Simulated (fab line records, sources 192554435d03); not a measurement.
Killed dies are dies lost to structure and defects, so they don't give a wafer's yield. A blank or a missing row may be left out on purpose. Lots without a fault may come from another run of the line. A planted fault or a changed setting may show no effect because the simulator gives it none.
fab line records | flow n5_finfet | part 1 of 2: steps 1 to 4 of 6
record lots=22 wafers=66 last_day=18
route steps=1938 shown HKMG_FIN@409 GATE_CUT@466
lots that met no fault: from a run of the same line without faults
start_h: hours from the record's first day to the start of the lot's first wafer shown | wait_h: hours since the lot's step before | " the same as in the row above | L1.1+2: a row that stands for several wafers | - no value, or no start given | * or withheld: withheld | < > ~ a bound
route shown NAME@n: a module of which the file shows steps, and the number in the route of the first | usual: mean/standard deviation of fault-free wafers | same: alike in all rows | chamber/n: place in a boat | sites: the reading at each site | _std_site: their standard deviation | _edge_site: outer sites' mean less inner sites' | radius_mm: how far each site lies from the wafer's centre | mask NAME#n: copy n | behind: the tool/chamber that last shaped the wafer | hold: why the lot was held/for how many hours/how that ended | device: the transistor (n, p or np) that didn't switch | end of line: the same wafers' tests at the end of the route | a step without rows: its recipe alone | killed: dies lost to structure and defects at the first sort, not the wafer's yield | map: a wafer's dies, x killed, . not, _ none there
set.NAME: the setting as run; set.NAME@STEP: as run at that earlier step | model.NAME: the simulator's own value behind a step, which no gauge read
steps of the route over a sample of lots; a table a step, a row a wafer
services: from which hour (start_h, from the record's first day; less than 0 if before it) a tool's chamber was out of use, for how many hours, and why
## steps
# step N5_HKMG_FIN_STRIP_60
# recipe chemistry=N2/H2 power_w=2500 temp_c=300 h2_frac=0.65 time_s=360 pressure_mtorr=withheld n2_flow_sccm=1750 h2_flow_sccm=3250
# usual drypump_motor_current_A=5.63/0.28 h2_flow_sccm=3249/9.1 heater_power_w=478/49
# columns lot.wafer tool chamber start_h wait_h drypump_motor_current_A h2_flow_sccm heater_power_w rf_hours_counter_h
L074.1 plasma_asher-02 0 77.33 0.0 5.44 3230 425 35
L074.3 " 0 " " 5.43 3255 425 -
L074.6 " 1 " " 5.86 3239 474 -
L075.1 plasma_asher-02 0 84.77 0.0 5.41 3237 425 37
L075.4 " 0 " " 5.42 3241 428 -
L075.5 " 1 " " 5.86 3229 485 -
L076.2 plasma_asher-02 1 86.91 0.0 5.86 3257 496 37
L076.3 " 0 " " 5.42 3259 422 -
L076.6 " 0 " " 5.42 3262 420 -
L077.1 plasma_asher-02 0 100.21 0.0 5.43 3246 422 40
L077.2 " 1 " " 5.87 3251 499 40
L077.4 " 0 " " 5.42 3263 421 -
L078.1 plasma_asher-01 1 104.38 0.0 5.95 3252 482 89
L078.2 " 0 " " 5.22 3236 568 89
L078.6 " 0 " " 5.24 3242 577 -
L079.1 plasma_asher-01 1 110.35 0.0 5.96 3249 471 90
L079.3 " 0 " " 5.20 3236 563 -
L079.5 " 1 " " 5.96 3235 469 -
L080.2 plasma_asher-02 1 112.33 0.0 5.88 3244 487 42
L080.3 " 1 " " 5.87 3235 476 -
L080.4 " 0 " " 5.43 3258 435 -
L081.1 plasma_asher-02 1 116.99 0.0 5.85 3253 487 43
L081.3 " 0 " " 5.41 3260 422 -
L081.6 " 1 " " 5.86 3255 479 -
L082.2 plasma_asher-02 0 124.19 0.0 5.42 3255 435 44
L082.3 " 0 " " 5.42 3244 433 -
L082.6 " 0 " " 5.43 3258 425 -
L084.1 plasma_asher-01 0 133.10 0.0 5.21 3261 565 95
L084.2 " 1 " " 5.97 3257 471 95
L084.5 " 0 " " 5.25 3261 574 -
L085.2 plasma_asher-02 0 141.62 0.0 5.43 3250 439 49
L085.5 " 0 " " 5.43 3254 427 -
L085.6 " 1 " " 5.87 3247 481 -
L086.1 plasma_asher-01 0 145.83 0.0 5.21 3262 576 97
L086.2 " 1 " " 5.95 3249 470 97
L086.5 " 0 " " 5.22 3241 577 -
L087.2 plasma_asher-02 0 151.19 0.0 5.43 3258 424 51
L087.4 " 1 " " 5.86 3243 490 -
L087.6 " 0 " " 5.41 3263 435 -
L088.1 plasma_asher-01 1 156.20 0.0 5.97 3232 478 99
L088.5 " 0 " " 5.24 3254 576 -
L088.6 " 1 " " 5.96 3248 486 -
L090.1 plasma_asher-02 1 176.68 0.0 5.86 3240 486 56
L090.2 " 0 " " 5.42 3239 435 56
L090.6 " 1 " " 5.87 3262 482 -
L091.4 plasma_asher-02 0 177.85 0.1 5.43 3251 430 -
L091.5 " 0 " " 5.44 3255 431 -
L091.6 " 1 " " 5.87 3260 493 -
L092.1 plasma_asher-02 0 185.81 0.0 5.42 3250 436 59
L092.2 " 1 " " 5.87 3251 487 59
L092.4 " 1 " " 5.85 3243 502 -
L093.1 plasma_asher-01 0 189.82 0.0 5.21 3219 580 105
L093.3 " 1 " " 5.97 3247 463 -
L093.4 " 0 " " 5.20 3239 584 -
L095.2 plasma_asher-02 1 199.75 0.0 5.85 3260 494 61
L095.4 " 0 " " 5.42 3242 433 -
L095.5 " 0 " " 5.41 3251 418 -
L094.1 plasma_asher-02 0 200.35 0.0 5.45 3248 425 62
L094.3 " 1 " " 5.86 3241 482 -
L094.6 " 1 " " 5.87 3262 487 -
L096.1 plasma_asher-02 1 207.09 0.0 5.87 3255 492 63
L096.4 " 1 " " 5.88 3249 480 -
L096.5 " 1 " " 5.86 3262 479 -
L097.1 plasma_asher-01 0 211.78 0.0 5.23 3241 575 110
L097.4 " 0 " " 5.21 3248 584 -
L097.6 " 1 " " 5.98 3262 474 -
# step N5_HKMG_FIN_CVD_62
# recipe material=a-Si target_thk_a=30 temp_c=500 precursor=Si2H6 pressure_torr=1 time_s=20.8
# usual heater_power_w=1390/66
# columns lot.wafer tool chamber start_h wait_h heater_power_w
L074.1 thermal_cvd_si-01 2 78.18 0.2 1331
L074.3 " 1 " " 1339
L074.6 " 1 " " 1348
L075.1 thermal_cvd_si-02 0 85.62 0.2 1508
L075.4 " 1 " " 1434
L075.5 " 0 " " 1513
L076.2 thermal_cvd_si-01 1 87.76 0.2 1393
L076.3 " 2 " " 1338
L076.6 " 0 " " 1333
L077.1 thermal_cvd_si-02 2 101.06 0.2 1347
L077.2 " 1 " " 1465
L077.4 " 0 " " 1529
L078.1 thermal_cvd_si-01 1 105.24 0.2 1373
L078.2 " 2 " " 1342
L078.6 " 1 " " 1349
L079.1 thermal_cvd_si-02 0 111.30 0.2 1447
L079.3 " 2 " " 1350
L079.5 " 1 " " 1457
L080.2 thermal_cvd_si-01 0 113.19 0.2 1312
L080.3 " 1 " " 1364
L080.4 " 0 " " 1321
L081.1 thermal_cvd_si-02 2 117.84 0.2 1322
L081.3 " 0 " " 1508
L081.6 " 2 " " 1385
L082.2 thermal_cvd_si-01 1 125.05 0.2 1358
L082.3 " 2 " " 1310
L082.6 " 2 " " 1340
L084.1 thermal_cvd_si-01 1 133.95 0.2 1364
L084.2 " 0 " " 1316
L084.5 " 1 " " 1372
L085.2 thermal_cvd_si-02 1 142.47 0.2 1463
L085.5 " 2 " " 1377
L085.6 " 0 " " 1507
L086.1 thermal_cvd_si-01 2 146.68 0.2 1340
L086.2 " 0 " " 1365
L086.5 " 1 " " 1369
L087.2 thermal_cvd_si-02 2 152.04 0.2 1330
L087.4 " 1 " " 1485
L087.6 " 0 " " 1515
L088.1 thermal_cvd_si-01 1 157.05 0.2 1365
L088.5 " 2 " " 1327
L088.6 " 1 " " 1353
L090.1 thermal_cvd_si-01 1 177.54 0.2 1331
L090.2 " 2 " " 1306
L090.6 " 2 " " 1339
L091.4 thermal_cvd_si-02 0 178.64 0.2 1507
L091.5 " 1 " " 1444
L091.6 " 2 " " 1349
L092.1 thermal_cvd_si-01 0 186.68 0.2 1344
L092.2 " 1 " " 1396
L092.4 " 0 " " 1361
L093.1 thermal_cvd_si-02 2 190.68 0.2 1346
L093.3 " 0 " " 1496
L093.4 " 0 " " 1474
L095.2 thermal_cvd_si-01 0 200.60 0.2 1333
L095.4 " 0 " " 1361
L095.5 " 2 " " 1297
L094.1 thermal_cvd_si-02 1 201.27 0.2 1438
L094.3 " 0 " " 1452
L094.6 " 0 " " 1518
L096.1 thermal_cvd_si-01 0 207.94 0.2 1368
L096.4 " 0 " " 1369
L096.5 " 2 " " 1353
L097.1 thermal_cvd_si-02 0 212.63 0.2 1466
L097.4 " 0 " " 1495
L097.6 " 1 " " 1442
# step N5_GATE_CUT_ETCH_56
# recipe chemistry=Cl2/Ar target=TiN target_depth_a=216 pressure_mtorr=10 icp_w=600 bias_w=60 Cl2_flow_sccm=40 Ar_flow_sccm=60
# usual drypump_motor_current_A=5.3/0.33 oes_product_au=0.78/0.13 throttle_valve_pct=20.9/0.34
# columns lot.wafer tool chamber start_h wait_h drypump_motor_current_A oes_product_au rf_hours_counter_h throttle_valve_pct
L074.1 rie_metal-02 0 84.79 0.1 5.6 0.91 8 20.2
L074.3 " 0 " " 5.6 0.91 - 20.2
L074.6 " 1 " " 5.0 0.56 - 21.5
L075.1 rie_metal-03 1 91.78 0.1 4.9 0.59 136 21.3
L075.4 " 0 " " 5.4 0.76 - 21.0
L075.5 " 0 " " 5.4 0.75 - 21.0
L076.2 rie_metal-01 0 93.94 0.1 5.8 0.66 98 20.9
L076.3 " 1 " " 5.2 0.88 - 20.6
L076.6 " 0 " " 5.8 0.66 - 20.9
L077.1 rie_metal-03 0 107.36 0.1 5.4 0.76 52 21.0
L077.2 " 1 " " 4.9 0.59 137 21.4
L077.4 " 1 " " 4.9 0.59 - 21.3
L078.1 rie_metal-03 0 111.73 0.1 5.4 0.76 53 21.0
L078.2 " 1 " " 4.9 0.58 137 21.3
L078.6 " 0 " " 5.4 0.76 - 21.0
L079.1 rie_metal-01 0 118.29 0.1 5.8 0.66 100 20.9
L079.3 " 0 " " 5.8 0.66 - 20.9
L079.5 " 1 " " 5.2 0.88 - 20.6
L080.2 rie_metal-03 0 119.67 0.1 5.4 0.75 53 21.0
L080.3 " 0 " " 5.4 0.76 - 21.0
L080.4 " 1 " " 4.9 0.59 - 21.4
L081.1 rie_metal-01 0 124.20 0.1 5.8 0.67 101 20.9
L081.3 " 0 " " 5.8 0.65 - 20.9
L081.6 " 0 " " 5.9 0.66 - 20.9
L082.2 rie_metal-02 0 131.45 0.2 5.6 0.89 - 20.2
L082.3 " 0 " " 5.6 0.88 - 20.2
L082.6 " 0 " " 5.6 0.89 - 20.2
L084.1 rie_metal-03 1 140.66 0.1 4.9 0.59 140 21.4
L084.2 " 0 " " 5.4 0.75 55 21.0
L084.5 " 1 " " 4.9 0.58 - 21.4
L085.2 rie_metal-01 0 149.36 0.1 5.8 0.66 103 20.9
L085.5 " 0 " " 5.8 0.66 - 20.9
L085.6 " 1 " " 5.1 0.88 - 20.6
L086.1 rie_metal-02 0 153.38 0.1 5.7 0.87 14 20.2
L086.2 " 1 " " 5.0 1.01 1 21.0
L086.5 " 0 " " 5.6 0.88 - 20.2
L087.2 rie_metal-03 0 158.56 0.2 5.4 0.73 - 21.0
L087.4 " 0 " " 5.4 0.74 - 21.0
L087.6 " 0 " " 5.4 0.73 - 21.0
L088.1 rie_metal-02 0 163.48 0.1 5.6 0.87 15 20.2
L088.5 " 0 " " 5.6 0.87 - 20.2
L088.6 " 1 " " 5.0 1.00 - 21.0
L090.1 rie_metal-02 0 183.84 0.1 5.7 0.87 17 20.2
L090.2 " 1 " " 5.0 0.98 4 21.1
L090.6 " 1 " " 5.0 0.97 - 21.0
L091.4 rie_metal-01 0 185.15 0.1 5.8 0.66 - 20.9
L091.5 " 0 " " 5.8 0.65 - 20.9
L091.6 " 1 " " 5.2 0.85 - 20.6
L092.1 rie_metal-03 1 193.09 0.1 4.9 0.96 3 21.2
L092.2 " 0 " " 5.4 0.73 62 21.0
L092.4 " 1 " " 4.9 0.96 - 21.2
L093.1 rie_metal-01 0 197.78 0.1 5.8 0.65 107 20.9
L093.3 " 1 " " 5.2 0.84 - 20.6
L093.4 " 0 " " 5.8 0.65 - 20.9
L095.2 rie_metal-03 1 206.79 0.1 4.9 0.95 4 21.2
L095.4 " 1 " " 4.9 0.95 - 21.2
L095.5 " 1 " " 4.9 0.95 - 21.2
L094.1 rie_metal-01 0 207.93 0.1 5.8 0.64 108 20.9
L094.3 " 0 " " 5.9 0.65 - 20.9
L094.6 " 0 " " 5.9 0.65 - 20.9
L096.1 rie_metal-01 0 214.24 0.1 5.9 0.64 109 20.9
L096.4 " 1 " " 5.2 0.84 - 20.6
L096.5 " 0 " " 5.8 0.64 - 20.9
L097.1 rie_metal-03 0 219.12 0.1 5.4 0.73 64 21.0
L097.4 " 0 " " 5.4 0.72 - 21.0
L097.6 " 1 " " 4.9 0.94 - 21.2
# step N5_GATE_CUT_ETCHBACK_30
# recipe chemistry=Cl2/Ar target=TiN target_depth_a=30 mode=isotropic pressure_mtorr=10 icp_w=600 bias_w=60 Cl2_flow_sccm=40 Ar_flow_sccm=60
# usual drypump_motor_current_A=5.3/0.34 oes_product_au=0.77/0.13 throttle_valve_pct=20.9/0.34
# columns lot.wafer tool chamber start_h wait_h drypump_motor_current_A oes_product_au rf_hours_counter_h throttle_valve_pct
L074.1 rie_metal-02 0 84.88 0.1 5.6 0.91 8 20.2
L074.3 " 0 " " 5.6 0.91 - 20.2
L074.6 " 1 " " 5.0 0.56 - 21.5
L075.1 rie_metal-03 1 91.87 0.1 4.9 0.59 136 21.3
L075.4 " 0 " " 5.4 0.76 - 21.0
L075.5 " 0 " " 5.4 0.76 - 21.0
L076.2 rie_metal-01 0 94.03 0.1 5.9 0.67 98 20.9
L076.3 " 1 " " 5.2 0.89 - 20.6
L076.6 " 0 " " 5.8 0.67 - 20.9
L077.1 rie_metal-03 0 107.45 0.1 5.4 0.76 52 21.0
L077.2 " 1 " " 4.9 0.60 137 21.4
L077.4 " 1 " " 4.9 0.59 - 21.3
L078.1 rie_metal-03 0 111.82 0.1 5.4 0.75 53 21.0
L078.2 " 1 " " 4.9 0.59 137 21.4
L078.6 " 0 " " 5.4 0.76 - 21.0
L079.1 rie_metal-01 0 118.38 0.1 5.8 0.65 100 20.9
L079.3 " 0 " " 5.9 0.66 - 20.9
L079.5 " 1 " " 5.2 0.88 - 20.6
L080.2 rie_metal-03 0 119.76 0.1 5.4 0.74 53 21.0
L080.3 " 0 " " 5.4 0.75 - 21.0
L080.4 " 1 " " 4.9 0.58 - 21.4
L081.1 rie_metal-01 0 124.29 0.1 5.9 0.66 101 20.9
L081.3 " 0 " " 5.8 0.65 - 20.9
L081.6 " 0 " " 5.9 0.65 - 20.9
L082.2 rie_metal-02 0 131.61 0.1 5.6 0.89 - 20.2
L082.3 " 0 " " 5.6 0.89 - 20.2
L082.6 " 0 " " 5.6 0.89 - 20.2
L084.1 rie_metal-03 1 140.75 0.1 4.9 0.58 140 21.4
L084.2 " 0 " " 5.4 0.75 55 21.0
L084.5 " 1 " " 4.9 0.58 - 21.4
L085.2 rie_metal-01 0 149.45 0.1 5.9 0.65 103 20.9
L085.5 " 0 " " 5.9 0.66 - 20.9
L085.6 " 1 " " 5.2 0.87 - 20.6
L086.1 rie_metal-02 0 153.47 0.1 5.6 0.88 14 20.2
L086.2 " 1 " " 4.9 1.01 1 21.0
L086.5 " 0 " " 5.6 0.87 - 20.2
L087.2 rie_metal-03 0 158.72 0.1 5.4 0.74 - 21.0
L087.4 " 0 " " 5.4 0.74 - 21.0
L087.6 " 0 " " 5.4 0.75 - 21.0
L088.1 rie_metal-02 0 163.57 0.1 5.6 0.87 15 20.2
L088.5 " 0 " " 5.6 0.87 - 20.2
L088.6 " 1 " " 5.0 0.99 - 21.0
L090.1 rie_metal-02 0 183.93 0.1 5.6 0.87 17 20.2
L090.2 " 1 " " 5.0 0.98 4 21.0
L090.6 " 1 " " 5.0 0.97 - 21.1
L091.4 rie_metal-01 0 185.22 0.0 5.9 0.65 - 20.9
L091.5 " 0 " " 5.9 0.65 - 20.9
L091.6 " 1 " " 5.1 0.85 - 20.6
L092.1 rie_metal-03 1 193.18 0.1 4.9 0.96 3 21.2
L092.2 " 0 " " 5.4 0.74 62 21.0
L092.4 " 1 " " 4.9 0.95 - 21.2
L093.1 rie_metal-01 0 197.87 0.1 5.8 0.65 107 20.9
L093.3 " 1 " " 5.2 0.85 - 20.6
L093.4 " 0 " " 5.9 0.65 - 20.9
L095.2 rie_metal-03 1 206.88 0.1 4.9 0.95 4 21.2
L095.4 " 1 " " 4.9 0.95 - 21.2
L095.5 " 1 " " 4.9 0.95 - 21.2
L094.1 rie_metal-01 0 208.02 0.1 5.8 0.64 108 20.9
L094.3 " 0 " " 5.8 0.65 - 20.9
L094.6 " 0 " " 5.8 0.64 - 20.9
L096.1 rie_metal-01 0 214.33 0.1 5.8 0.65 109 20.9
L096.4 " 1 " " 5.2 0.83 - 20.6
L096.5 " 0 " " 5.8 0.65 - 20.9
L097.1 rie_metal-03 0 219.21 0.1 5.4 0.72 64 21.0
L097.4 " 0 " " 5.4 0.72 - 21.0
L097.6 " 1 " " 4.9 0.93 - 21.2
